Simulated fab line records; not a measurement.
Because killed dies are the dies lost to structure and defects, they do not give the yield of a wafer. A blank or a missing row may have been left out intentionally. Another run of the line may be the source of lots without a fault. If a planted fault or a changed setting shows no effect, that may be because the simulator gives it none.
What tool caused it? | flow n5-finfet | 25 wafers from 10 lots sampled at 5 of the route's 1938 steps

WHAT THE GAUGES READ, wafer by wafer
N5_BEOL_M4_RC_MEAS_101. Usual: DIBL_N 36.0 mV/V, standard deviation 1.6; DIBL_P 35.8 mV/V, standard deviation 2; IOFF_N 0.152 nA/um, standard deviation 0.03; IOFF_P 0.20 nA/um, standard deviation 0.031; ION_N 670 uA/um, standard deviation 12; ION_P 459 uA/um, standard deviation 7.4; SS_N 71.5 mV/dec, standard deviation 0.56; SS_P 73.2 mV/dec, standard deviation 0.64; VT_N 251 mV, standard deviation 3.5; VT_P -252 mV, standard deviation 3.3.
lot  | measured     | on        | DIBL_N (mV/V)  | DIBL_P (mV/V)  | IOFF_N (nA/um)    | IOFF_P (nA/um) | ION_N (uA/um) | ION_P (uA/um) | SS_N (mV/dec)  | SS_P (mV/dec)  | VT_N (mV)   | VT_P (mV)      | flag
L824 | day 9 11:49  | prober-02 | 36.7 36.7 33.5 | 35.8 35.5 31.3 | 0.154 0.141 0.101 | 0.20 0.19 0.15 | 674 657 650   | 462 454 450   | 72.0 71.0 71.0 | 73.0 73.0 72.1 | 251 254 255 | -253 -254 -256 |
L826 | day 9 22:49  | prober-01 | 36.7 35.8      | 37.3 35.5      | 0.176 0.165       | 0.21 0.19      | 670 667       | 452 456       | 71.8 71.8      | 73.2 73.5      | 251 247     | -251 -254      |
L829 | day 10 23:28 | prober-02 | 36.8 34.7      | 37.0 35.1      | 0.170 0.134       | 0.20 0.18      | 665 667       | 449 457       | 71.2 71.4      | 73.4 73.4      | 247 253     | -253 -252      |
L831 | day 11 05:56 | prober-01 | 34.2 35.1 36.6 | 33.1 34.1 36.1 | 0.111 0.124 0.150 | 0.15 0.15 0.18 | 654 647 663   | 447 441 451   | 71.0 71.6 72.1 | 71.8 72.7 73.1 | 257 255 251 | -257 -255 -256 |
L833 | day 11 12:44 | prober-02 | 35.8 36.3      | 35.9 36.2      | 0.134 0.141       | 0.17 0.17      | 677 662       | 452 451       | 71.8 71.6      | 72.7 73.2      | 252 253     | -258 -258      |
L836 | day 11 22:16 | prober-02 | 37.8 37.5      | 39.2 38.8      | 0.176 0.176       | 0.22 0.21      | 676 679       | 456 458       | 71.8 72.1      | 73.7 73.5      | 249 249     | -252 -252      |
L838 | day 12 20:21 | prober-02 | 34.7 36.8      | 33.2 35.7      | 0.122 0.154       | 0.15 0.19      | 658 667       | 452 452       | 71.2 71.9      | 73.1 73.5      | 254 252     | -257 -252      |
L842 | day 14 05:24 | prober-02 | 35.8 33.6 34.9 | 34.9 31.3 33.4 | 0.155 0.109 0.135 | 0.19 0.14 0.17 | 680 653 674   | 462 449 463   | 71.8 71.5 71.9 | 72.8 73.0 72.8 | 249 257 250 | -252 -256 -253 |
L845 | day 15 06:46 | prober-01 | 35.3 35.7 37.0 | 36.1 36.1 37.1 | 0.156 0.171 0.177 | 0.23 0.22 0.23 | 681 677 676   | 467 468 465   | 71.0 71.2 71.9 | 73.7 74.0 74.4 | 248 249 251 | -249 -250 -250 |
L846 | day 15 11:20 | prober-02 | 34.3 31.8 33.2 | 34.4 30.1 32.1 | 0.129 0.087 0.113 | 0.17 0.11 0.14 | 655 632 658   | 454 435 449   | 70.4 71.7 71.2 | 72.7 71.6 72.2 | 250 259 255 | -253 -261 -258 |

EACH LOT AND THE TOOL THAT RAN IT (in order: tool; ch and the chambers of the sampled wafers; start)
lot  | N5_BEOL_M2_DESCUM_33              | N5_BEOL_M2_VIA_ETCH_34             | N5_BEOL_M2_STRIP_97                           | N5_BEOL_M2_ALD_84
L824 | rie-diel-06 ch 1,2,3, day 6 15:32 | rie-diel-02 ch 2,3, day 7 07:38    | rie-diel-02 ch 2,3, day 7 08:38 or earlier    | ald-metal-04 ch 0,1, day 7 08:38
L826 | rie-diel-02 ch 3, day 7 18:42     | rie-diel-06 ch 2,3, day 8 21:42    | rie-diel-06 ch 2,3, day 8 22:35 or earlier    | ald-metal-02 ch 0,2, day 8 22:35
L829 | rie-diel-06 ch 1,2, day 8 00:11   | rie-diel-06 ch 0,3, day 9 08:34    | rie-diel-06 ch 0,3, day 9 09:49 or earlier    | ald-metal-02 ch 2,3, day 9 09:49
L831 | rie-diel-02 ch 0,1,3, day 8 17:14 | rie-diel-02 ch 0,3, day 9 09:46    | rie-diel-02 ch 0,3, day 9 10:26 or earlier    | ald-metal-02 ch 0,3, day 9 10:26
L833 | rie-diel-02 ch 3, day 9 08:51     | rie-diel-02 ch 0,1, day 10 11:42   | rie-diel-02 ch 0,1, day 10 13:01 or earlier   | ald-metal-02 ch 0, day 10 13:01
L836 | rie-diel-05 ch 1, day 9 19:39     | rie-diel-02 ch 1,2, day 10 08:34   | rie-diel-02 ch 1,2, day 10 09:31 or earlier   | ald-metal-03 ch 0, day 10 09:31
L838 | rie-diel-05 ch 1,2, day 10 08:05  | rie-diel-02 ch 2,3, day 10 15:20   | rie-diel-02 ch 2,3, day 10 16:04 or earlier   | ald-metal-04 ch 2,3, day 10 16:04
L842 | rie-diel-02 ch 1,3, day 11 22:34  | rie-diel-06 ch 0,2,3, day 11 23:41 | rie-diel-06 ch 0,2,3, day 12 00:22 or earlier | ald-metal-02 ch 0,1, day 12 00:22
L845 | rie-diel-05 ch 1,3, day 12 14:14  | rie-diel-05 ch 0,1, day 12 23:19   | rie-diel-05 ch 0,1, day 13 00:15 or earlier   | ald-metal-03 ch 0,2,3, day 13 00:15
L846 | rie-diel-02 ch 0,2, day 12 21:29  | rie-diel-05 ch 1,2, day 13 11:53   | rie-diel-05 ch 1,2, day 13 12:44 or earlier   | ald-metal-04 ch 0,1,3, day 13 12:44
- N5_BEOL_M2_DESCUM_33: chemistry O2, time 7 s.
- N5_BEOL_M2_VIA_ETCH_34: etches the open film in C4F6/O2, target depth 69.4 nm, time 65.9 s.
- N5_BEOL_M2_STRIP_97: strips in N2/H2, time 10 s.
- N5_BEOL_M2_ALD_84: deposits TaN, pulse time 2 s, purge time 3 s, co reactant purge time 2 s.

WHAT THE TOOLS THEMSELVES READ (means of the sampled wafers that have a number; where no wafer has one, the mark that the record gives instead)
N5_BEOL_M2_DESCUM_33. Usual: drypump-motor-current-A 5.7 A, standard deviation 0.45; oes-product-au 0.79 a.u., standard deviation 0.094; rf-vpp-V 243.5 V, standard deviation 1; showerhead-plenum-p-Torr 2.12 Torr, standard deviation 0.047; throttle-valve-pct 20.47 %, standard deviation 0.21.
lot  | tool        | drypump-motor-current-A (A) | oes-product-au (a.u.) | rf-vpp-V (V) | showerhead-plenum-p-Torr (Torr) | throttle-valve-pct (%) | flag
L824 | rie-diel-06 | 5.9                         | 0.78                  | 242.9        | 2.09                            | 20.32                  |
L826 | rie-diel-02 | 6.4                         | 0.96                  | 244.6        | 2.23                            | 20.25                  |
L829 | rie-diel-06 | 6.0                         | 0.79                  | 243.0        | 2.08                            | 20.21                  |
L831 | rie-diel-02 | 5.5                         | 0.78                  | 243.3        | 2.15                            | 20.54                  |
L833 | rie-diel-02 | 6.4                         | 0.93                  | 245.4        | 2.22                            | 20.26                  |
L836 | rie-diel-05 | 5.4                         | 0.73                  | 243.4        | 2.07                            | 20.62                  |
L838 | rie-diel-05 | 5.5                         | 0.71                  | 242.6        | 2.07                            | 20.56                  |
L842 | rie-diel-02 | 5.9                         | 0.81                  | 243.3        | 2.16                            | 20.39                  |
L845 | rie-diel-05 | 5.3                         | 0.79                  | 244.2        | 2.09                            | 20.39                  |
L846 | rie-diel-02 | 5.4                         | 0.89                  | 244.0        | 2.14                            | 20.41                  |

N5_BEOL_M2_VIA_ETCH_34. Usual: drypump-motor-current-A 5.7 A, standard deviation 0.43; oes-product-au 0.77 a.u., standard deviation 0.091; rf-vpp-V 660 V, standard deviation 10; run-length-s 89.2 s, standard deviation 0.33; showerhead-plenum-p-Torr 2.85 Torr, standard deviation 0.052; throttle-valve-pct 30.73 %, standard deviation 0.2.
lot  | tool        | drypump-motor-current-A (A) | oes-product-au (a.u.) | rf-vpp-V (V) | run-length-s (s) | showerhead-plenum-p-Torr (Torr) | throttle-valve-pct (%) | flag
L824 | rie-diel-02 | 6.2                         | 0.94                  | 661          | 88.8             | 2.96                            | 30.38                  |
L826 | rie-diel-06 | 6.0                         | 0.71                  | 667          | 89.2             | 2.81                            | 30.67                  |
L829 | rie-diel-06 | 5.8                         | 0.81                  | 660          | 89.4             | 2.84                            | 30.73                  |
L831 | rie-diel-02 | 5.6                         | 0.77                  | 658          | 89.0             | 2.94                            | 30.81                  |
L833 | rie-diel-02 | 5.1                         | 0.68                  | 656          | 91.0             | 2.85                            | 30.99                  | OFF
L836 | rie-diel-02 | 5.4                         | 0.76                  | 653          | 91.2             | 2.84                            | 30.76                  | OFF
L838 | rie-diel-02 | 6.1                         | 0.85                  | 658          | 90.8             | 2.92                            | 30.48                  | OFF
L842 | rie-diel-06 | 6.0                         | 0.75                  | 668          | 89.3             | 2.82                            | 30.74                  |
L845 | rie-diel-05 | 5.9                         | 0.69                  | 664          | 88.9             | 2.80                            | 30.94                  |
L846 | rie-diel-05 | 5.4                         | 0.79                  | 661          | 89.4             | 2.80                            | 30.68                  |

N5_BEOL_M2_STRIP_97. Usual: drypump-motor-current-A 5.7 A, standard deviation 0.42; n2-flow-sccm 200.0 sccm, standard deviation 0.61; oes-product-au 0.77 a.u., standard deviation 0.091; rf-vpp-V 59.2 V, standard deviation 0.95; showerhead-plenum-p-Torr 2.55 Torr, standard deviation 0.052; throttle-valve-pct 23.66 %, standard deviation 0.26.
lot  | tool        | drypump-motor-current-A (A) | n2-flow-sccm (sccm) | oes-product-au (a.u.) | rf-vpp-V (V) | showerhead-plenum-p-Torr (Torr) | throttle-valve-pct (%) | flag
L824 | rie-diel-02 | 6.2                         | 199.6               | 0.95                  | 59.3         | 2.65                            | 23.17                  |
L826 | rie-diel-06 | 6.0                         | 200.6               | 0.71                  | 57.9         | 2.51                            | 23.48                  |
L829 | rie-diel-06 | 5.8                         | 199.3               | 0.80                  | 58.6         | 2.54                            | 23.66                  |
L831 | rie-diel-02 | 5.6                         | 199.9               | 0.76                  | 59.1         | 2.63                            | 23.64                  |
L833 | rie-diel-02 | 5.1                         | 200.8               | 0.69                  | 59.4         | 2.54                            | 23.81                  |
L836 | rie-diel-02 | 5.4                         | 200.0               | 0.77                  | 60.3         | 2.53                            | 23.64                  |
L838 | rie-diel-02 | 6.1                         | 200.4               | 0.86                  | 59.3         | 2.62                            | 23.31                  |
L842 | rie-diel-06 | 6.0                         | 200.0               | 0.75                  | 59.0         | 2.52                            | 23.65                  |
L845 | rie-diel-05 | 5.9                         | 200.4               | 0.70                  | 58.7         | 2.50                            | 23.86                  |
L846 | rie-diel-05 | 5.4                         | 200.7               | 0.79                  | 59.4         | 2.51                            | 23.65                  |

N5_BEOL_M2_ALD_84. Usual: heater-power-w reads 401 W (standard deviation 42).
lot  | tool         | heater-power-w (W) | flag
L824 | ald-metal-04 | 412                |
L826 | ald-metal-02 | 398                |
L829 | ald-metal-02 | 356                |
L831 | ald-metal-02 | 395                |
L833 | ald-metal-02 | 441                |
L836 | ald-metal-03 | 513                |
L838 | ald-metal-04 | 372                |
L842 | ald-metal-02 | 414                |
L845 | ald-metal-03 | 457                |
L846 | ald-metal-04 | 390                |

THE ANSWER, worked out from the rows above alone
Rule: take the mean of a lot's wafers that have a number; if it is more than 3 standard deviations from the usual mean, the lot is off. Also off: a lot with no number at a reading for which 4 or more lots have one. All remaining lots with rows at the step are treated as sound. The gauges are gone through in route order, then the tools' own readings, and for those a lot's mean is taken as printed above. The first step at which some lot is off is used, and at that step the reading that is off furthest; a lot without a number counts as furthest.
Off at N5_BEOL_M2_VIA_ETCH_34 (run-length-s): L833, L836, L838.
If a tool, at that step or one of the process steps before it, ran each lot that is off and ran no sound lot following the first of them, it fits. One candidate fits, namely rie-diel-02 at N5_BEOL_M2_VIA_ETCH_34. A fault onset in the window from L831 (day 9 09:46, its last sound lot) to L836 (day 10 08:34, its first lot off) fits.
On the lots that are off, the tool's own readings at N5_BEOL_M2_VIA_ETCH_34 differ by more than 5 times the standard deviation of the sound lots' means, which bears it out; run-length-s reads 91.0 s there versus 89.1 s on the sound lots.

WHAT WAS PUT IN BY THE SIMULATOR
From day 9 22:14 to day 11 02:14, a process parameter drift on rie-diel-02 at N5_BEOL_M2_VIA_ETCH_34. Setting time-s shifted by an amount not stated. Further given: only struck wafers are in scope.
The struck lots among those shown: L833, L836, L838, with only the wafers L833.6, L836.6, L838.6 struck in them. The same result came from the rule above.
